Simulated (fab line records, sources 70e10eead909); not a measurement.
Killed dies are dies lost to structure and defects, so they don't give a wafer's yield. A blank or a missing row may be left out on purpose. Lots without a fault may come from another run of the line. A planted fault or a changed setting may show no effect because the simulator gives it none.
fab line records | flow nand_harc
record lots=7 wafers=19 last_day=32
route steps=1302 shown A_SLIT@940 A_SIN_REMOVE@947 A_WL_FILL@952 END@1302
lots that met no fault: from a run of the same line without faults
start_h: hours from the record's first day to the start of the lot's first wafer shown | wait_h: hours since the lot's step before | " the same as in the row above | L1.1+2: a row that stands for several wafers | - no value, or no start given | * or withheld: withheld | < > ~ a bound
route shown NAME@n: a module of which the file shows steps, and the number in the route of the first | usual: mean/standard deviation of fault-free wafers | same: alike in all rows | chamber/n: place in a boat | sites: the reading at each site | _std_site: their standard deviation | _edge_site: outer sites' mean less inner sites' | radius_mm: how far each site lies from the wafer's centre | mask NAME#n: copy n | behind: the tool/chamber that last shaped the wafer | hold: why the lot was held/for how many hours/how that ended | device: the transistor (n, p or np) that didn't switch | end of line: the same wafers' tests at the end of the route | a step without rows: its recipe alone | killed: dies lost to structure and defects at the first sort, not the wafer's yield | map: a wafer's dies, x killed, . not, _ none there
set.NAME: the setting as run; set.NAME@STEP: as run at that earlier step | model.NAME: the simulator's own value behind a step, which no gauge read
lots at some steps of the route; a table a step, a row a wafer
services: from which hour (start_h, from the record's first day; less than 0 if before it) a tool's chamber was out of use, for how many hours, and why
## steps
# step NHARC_A_SLIT_ETCH_26
# recipe bias_v=400 source_w=2000 pressure_mtorr=25 time_s=90 ar_flow_sccm=375 c4f8_flow_sccm=41.7 o2_flow_sccm=83.3 target_depth_a=4000 chemistry=C4F8/O2/Ar
# usual drypump_motor_current_A=5.9/0.34 showerhead_plenum_p_Torr=3.78/0.17 throttle_valve_pct=27.619/0.0092
# same time_s=90
# columns lot.wafer tool chamber start_h wait_h drypump_motor_current_A rf_hours_counter_h showerhead_plenum_p_Torr throttle_valve_pct
L254.4 har_etch-01 1 464.65 1.3 6.1 - 3.68 27.625
L254.6 " 0 " " 6.4 - 3.56 27.628
L254.5 " 1 " " 6.1 - 3.68 27.615
L265.2 har_etch-02 1 556.60 2.5 5.7 91 3.93 27.628
L265.6 " 0 " " 5.5 - 3.93 27.595
L264.1 har_etch-02 1 567.56 3.0 5.8 99 3.92 27.624
L264.4 " 0 " " 5.5 - 3.92 27.621
L264.5 " 1 " " 5.8 - 3.92 27.615
L266.4 har_etch-01 1 575.21 1.3 6.1 - 3.64 27.624
L266.6 " 0 " " 6.4 - 3.52 27.611
L272.1 har_etch-01 1 653.52 3.1 6.1 364 3.62 27.613
L272.5 " 1 " " 6.1 - 3.62 27.590
L272.6 " 0 " " 6.4 - 3.50 27.621
L273.2 har_etch-02 1 653.59 3.0 5.8 144 3.90 27.620
L273.6 " 1 " " 5.7 - 3.90 27.627
L273.5 " 0 " " 5.5 - 3.90 27.635
L275.3 har_etch-02 0 668.30 1.9 5.5 - 3.89 27.623
L275.4 " 1 " " 5.7 - 3.89 27.607
L275.6 " 1 " " 5.7 - 3.89 27.621
# step NHARC_A_SLIT_STRIP_28
# recipe o2_flow_sccm=400 cos_flow_sccm=20 ar_flow_sccm=0 bias_w=0 chemistry=O2/COS
# step NHARC_A_SLIT_ETCH_29
# recipe target_depth_a=1000 overetch_a=100 time_s=55 ion_energy_ev=100 cf4_flow_sccm=80 o2_flow_sccm=20 ar_flow_sccm=0 rf_w=300 bias_w=100 chemistry=CF4/O2
# usual drypump_motor_current_A=5.6/0.5 oes_product_au=0.996/0.0073 rf_vpp_V=197.6/1.6 showerhead_plenum_p_Torr=1.33/0.065 throttle_valve_pct=13.397/0.009
# same time_s=55
# columns lot.wafer tool chamber start_h wait_h drypump_motor_current_A oes_product_au rf_hours_counter_h rf_vpp_V showerhead_plenum_p_Torr throttle_valve_pct
L254.4 rie_diel-12 2 465.45 0.1 5.8 1.003 1 194.2 1.25 13.392
L254.6 " 1 " " 5.3 0.991 - 197.3 1.30 13.399
L254.5 " 2 " " 5.8 1.011 - 196.9 1.25 13.394
L265.2 rie_diel-06 2 557.47 0.1 6.3 0.993 4 195.8 1.25 13.406
L265.6 " 0 " " 6.1 0.994 - 199.2 1.34 13.401
L264.1 rie_diel-05 0 568.44 0.1 5.5 1.005 9 200.4 1.42 13.419
L264.4 " 3 " " 5.1 0.987 8 197.1 1.28 13.391
L264.5 " 0 " " 5.5 1.000 - 200.3 1.42 13.390
L266.4 rie_diel-05 1 576.01 0.1 5.1 0.990 10 199.4 1.42 13.391
L266.6 " 3 " " 5.1 0.988 - 196.9 1.28 13.402
L272.1 rie_diel-12 0 654.41 0.1 6.0 0.983 2 197.4 1.29 13.396
L272.5 " 3 " " 6.2 1.010 - 196.7 1.31 13.397
L272.6 " 0 " " 6.0 1.001 - 196.5 1.29 13.409
L273.2 rie_diel-06 2 654.47 0.1 6.4 0.987 9 195.7 1.25 13.392
L273.6 " 2 " " 6.4 0.979 - 196.0 1.25 13.420
L273.5 " 3 " " 4.9 1.002 - 199.3 1.43 13.398
L275.4 rie_diel-05 3 669.13 0.1 5.1 0.994 3 197.9 1.28 13.408
L275.3 " 1 " " 5.1 1.003 2 199.5 1.42 13.393
L275.6 " 2 " " 5.1 0.994 - 196.9 1.29 13.389
# step NHARC_A_SLIT_STRIP_18
# recipe o2_flow_sccm=500 ar_flow_sccm=0 bias_w=0 chemistry=O2
# usual drypump_motor_current_A=5.6/0.51 oes_product_au=0.998/0.0082 rf_vpp_V=57.7/0.97 showerhead_plenum_p_Torr=3.51/0.16 throttle_valve_pct=17.036/0.0098
# columns lot.wafer tool chamber start_h wait_h drypump_motor_current_A oes_product_au rf_hours_counter_h rf_vpp_V showerhead_plenum_p_Torr throttle_valve_pct
L254.4 rie_diel-12 2 - - 5.8 1.013 1 56.9 3.32 17.050
L254.6 " 2 " " 5.8 1.014 - 57.2 3.32 17.047
L254.5 " 3 " " 6.2 1.014 - 59.9 3.46 17.030
L265.2 rie_diel-06 3 - - 4.9 1.008 4 59.3 3.78 17.026
L265.6 " 2 " " 6.4 0.989 - 57.5 3.31 17.052
L264.1 rie_diel-05 1 - - 5.1 1.004 10 60.3 3.75 17.033
L264.4 " 0 " " 5.5 1.007 9 58.9 3.74 17.038
L264.5 " 1 " " 5.1 1.003 - 58.4 3.75 17.024
L266.4 rie_diel-05 2 - - 5.1 1.000 8 58.6 3.42 17.030
L266.6 " 3 " " 5.2 0.990 - 56.8 3.38 17.019
L272.1 rie_diel-12 2 - - 5.8 0.996 1 57.2 3.32 17.037
L272.6 " 2 " " 5.8 1.003 - 57.9 3.32 17.034
L272.5 " 3 " " 6.3 1.013 - 57.4 3.46 17.037
L273.2 rie_diel-06 1 - - 5.8 0.991 9 58.3 3.54 17.036
L273.5 " 1 " " 5.8 0.997 - 58.2 3.54 17.032
L273.6 " 2 " " 6.4 0.999 - 57.2 3.31 17.029
L275.3 rie_diel-05 2 - - 5.1 0.995 3 57.2 3.42 17.047
L275.4 " 0 " " 5.5 0.996 3 59.0 3.73 17.026
L275.6 " 1 " " 5.1 0.992 - 60.1 3.74 17.036
# step NHARC_A_SLIT_PRECLEAN_19
# recipe time_s=* temp_c=50 bath_age_min=0 chemistry=SC1
# step NHARC_A_SLIT_SRD_20
# step NHARC_A_SLIT_CD_MEAS_21
# usual cd_nm=289.4/0.79
# columns lot.wafer tool chamber start_h wait_h cd_nm
L254.4 cd_sem-01 - 465.98 - 290.3
L254.5 " - " " 290.1
L254.6 " - " " 290.0
L265.2 cd_sem-03 - 557.98 - 289.9
L265.6 " - " " 289.9
L264.1 cd_sem-02 - 568.98 - 288.8
L264.4 " - " " 288.9
L264.5 " - " " 288.1
L266.4 cd_sem-03 - 576.54 - 290.1
L266.6 " - " " 289.4
L272.1 cd_sem-02 - 654.93 - 288.8
L272.5 " - " " 288.4
L272.6 " - " " 288.0
L273.2 cd_sem-03 - 655.00 - 288.9
L273.5 " - " " 289.0
L273.6 " - " " 289.2
L275.3 cd_sem-02 - 669.66 - 290.7
L275.4 " - " " 290.6
L275.6 " - " " 289.6
# step NHARC_A_SIN_REMOVE_WET_00
# recipe temp_c=160 time_s=15300 chemistry=H3PO4
# step NHARC_A_SIN_REMOVE_PRECLEAN_01
# recipe time_s=* temp_c=50 bath_age_min=0 chemistry=SC1
# step NHARC_A_SIN_REMOVE_SRD_02
# step NHARC_A_SIN_REMOVE_INSPECT_04
# usual raw_defect_count=385/76
# columns lot.wafer tool chamber start_h wait_h raw_defect_count
L254.4 defect_inspect-02 - 472.63 0.0 348
L254.5 " - " " 426
L254.6 " - " " 500
L265.2 defect_inspect-01 - 564.60 0.0 506
L265.6 " - " " 474
L264.1 defect_inspect-02 - 575.67 0.0 341
L264.4 " - " " 276
L264.5 " - " " 298
L266.4 defect_inspect-01 - 583.20 0.0 348
L266.6 " - " " 330
L273.2 defect_inspect-02 - 661.54 0.0 262
L273.5 " - " " 375
L273.6 " - " " 373
L272.1 defect_inspect-01 - 661.54 0.0 474
L272.5 " - " " 366
L272.6 " - " " 352
L275.3 defect_inspect-01 - 675.53 0.0 385
L275.4 " - " " 338
L275.6 " - " " 395
# step NHARC_A_WL_FILL_ALD_00
# recipe target_thk_a=30 pulse_time_s=3 ald_cycles=30 temp_c=300 material=Al2O3
# usual ald_cycles=30/0 heater_power_w=471/47 precursor_pulse_height_rel=0.999/0.019
# columns lot.wafer tool chamber start_h wait_h ald_cycles heater_power_w precursor_pulse_height_rel
L254.4 ald_hk-02 3 472.74 0.1 30 516 0.991
L254.6 " 1 " " 30 491 0.983
L254.5 " 2 " " 30 410 1.028
L265.2 ald_hk-02 2 564.69 0.1 30 400 1.025
L265.6 " 1 " " 33 485 0.984
L264.4 ald_hk-02 3 575.73 0.1 33 471 1.011
L264.1 " 2 " " 30 405 0.987
L264.5 " 3 " " 30 474 1.001
L266.4 ald_hk-02 0 583.26 0.1 33 468 1.005
L266.6 " 0 " " 33 466 0.994
L273.2 ald_hk-02 3 661.99 0.5 30 478 1.017
L273.5 " 0 " " 30 471 0.993
L273.6 " 1 " " 30 473 0.964
L272.1 ald_hk-02 0 662.13 0.6 30 469 0.987
L272.5 " 2 " " 30 399 1.001
L272.6 " 3 " " 30 477 1.013
L275.4 ald_hk-02 0 675.84 0.3 30 474 1.015
L275.3 " 1 " " 30 459 0.994
L275.6 " 0 " " 30 462 0.999
# step NHARC_A_WL_FILL_RTA_01
# recipe temp_c=1000 time_s=5
# usual lamp_power_pct=31.1/1.6 lamp_zone_5_pct=31.1/1.6 wafer_temp_C_max=1003.7/0.74
# same time_s=5
# columns lot.wafer tool chamber start_h wait_h lamp_power_pct lamp_zone_5_pct wafer_temp_C_max
L254.4 rtp_anneal-02 0 473.03 - 32.5 32.5 1003.3
L254.5 " 0 " " 32.5 32.5 1002.3
L254.6 " 0 " " 32.5 32.5 1002.4
L265.2 rtp_anneal-02 0 564.96 - 32.5 32.5 1003.4
L265.6 " 0 " " 32.5 32.6 1004.8
L264.1 rtp_anneal-02 0 575.99 - 32.5 32.5 1004.1
L264.4 " 0 " " 32.5 32.5 1003.6
L264.5 " 0 " " 32.5 32.4 1004.5
L266.4 rtp_anneal-02 0 583.60 - 32.5 32.5 1003.1
L266.6 " 0 " " 32.5 32.5 1003.8
L273.2 rtp_anneal-01 0 662.21 - 29.2 29.2 1003.6
L273.5 " 0 " " 29.2 29.2 1003.6
L273.6 " 0 " " 29.2 29.2 1003.8
L272.1 rtp_anneal-01 0 662.35 - 29.2 29.2 1003.6
L272.5 " 0 " " 29.2 29.1 1004.3
L272.6 " 0 " " 29.1 29.2 1005.5
L275.3 rtp_anneal-01 0 676.16 - 29.2 29.2 1003.2
L275.4 " 0 " " 29.2 29.2 1005.3
L275.6 " 0 " " 29.2 29.2 1004.5
# step NHARC_END_SORT_01
# recipe temp_c=25
# usual killed_at_array=61/23 killed_at_other=1.3/1.4 killed_at_periphery=4.0/2.6 killed_dies=66/22 killed_open=3.4/1.8 killed_short=2.3/1.4
# same gross_dies=677
# columns lot.wafer tool chamber start_h wait_h killed_at_array killed_at_other killed_at_periphery killed_dies killed_open killed_short
L275.3 prober-01 0 773.12 3.1 57 3 0 60 7 3
L275.4 prober-01 0 773.92 3.4 51 0 5 56 2 0
L275.6 prober-01 0 775.53 4.0 58 1 4 63 3 5
# killed by level:class
L275.3 A_CHANNEL_HOLE_D2:chamber_film_flake=20 A_CHANNEL_HOLE_D1:chamber_film_flake=12 A_SLIT:chamber_film_flake=5 A_CONTACT:chamber_film_flake=5 A_M1:chamber_film_flake=5 THIN_TSV:chamber_film_flake=3 A_STAIRCASE:geometric_particle:open=2 A_ONON_D1:geometric_particle:open=1
L275.4 A_CHANNEL_HOLE_D2:chamber_film_flake=26 A_CHANNEL_HOLE_D1:chamber_film_flake=9 A_SLIT:chamber_film_flake=9 A_M1:chamber_film_flake=4 P_GATE:chamber_film_flake=3 P_M0:geometric_particle:open=1 A_ONON_D1:geometric_particle:open=1 P_M0:chamber_film_flake=1
L275.6 A_CHANNEL_HOLE_D2:chamber_film_flake=32 A_CHANNEL_HOLE_D1:chamber_film_flake=7 A_SLIT:chamber_film_flake=6 A_M1:chamber_film_flake=3 A_ONON_D1:geometric_particle:short=2 A_CONTACT:chamber_film_flake=2 P_GATE:geometric_particle:short=1 P_GATE:geometric_particle:open=1
## services
# columns tool chamber start_h hours kind
rie_diel-12 - 445.52 9.0 pm
rie_diel-06 0 446.87 15.0 repair
rie_diel-05 2 470.16 2.5 repair
rie_diel-05 0 476.92 8.5 repair
rie_diel-12 - 480.03 0.7 repair
rie_diel-06 - 484.20 9.0 pm
rie_diel-05 3 516.35 4.9 repair
ald_hk-02 - 526.61 10.0 pm
ald_hk-02 0 526.61 10.0 vent_cycle
ald_hk-02 1 526.61 10.0 vent_cycle
ald_hk-02 2 526.61 10.0 vent_cycle
ald_hk-02 3 526.61 10.0 vent_cycle
ald_hk-02 0 536.61 - clean
ald_hk-02 1 536.61 - clean
rie_diel-12 3 538.14 9.4 repair
rie_diel-05 1 538.83 18.6 repair
rie_diel-06 0 552.34 4.3 repair
rie_diel-05 2 559.77 6.7 repair
rie_diel-12 2 569.46 6.0 repair
rie_diel-05 - 583.60 9.0 pm
rie_diel-05 0 610.26 1.6 repair
rie_diel-12 - 622.52 9.0 pm
rie_diel-05 3 625.45 7.4 repair
rie_diel-06 - 661.40 9.0 pm
## key
first_sign step=NHARC_A_WL_FILL_ALD_00 reading=ald_cycles direction=up sigmas=99+ usual=30 struck=33
effect none on later readings
met_at NHARC_A_WL_FILL_ALD_00
struck_wafers L264.4,L265.6,L266.4,L266.6
tester_left_out L264,L265,L266
onset_between 472.74 564.69
fault kind=process_parameter_drift tool=ald_hk-02 chamber=- onset_h=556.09 steps=NHARC_A_WL_FILL_ALD_00 channel=ald_cycles offset=3 shape=step end_h=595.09 scope=struck_wafers_only acts_in=these_recipes_only stated=30
# tester_left_out: of these lots the tester's yield and bins aren't shown, on N5 and GAA mostly nor the transistor test; their killed dies are dies lost to structure and defects alone, not to doping, threshold or leakage, so they don't give the yield
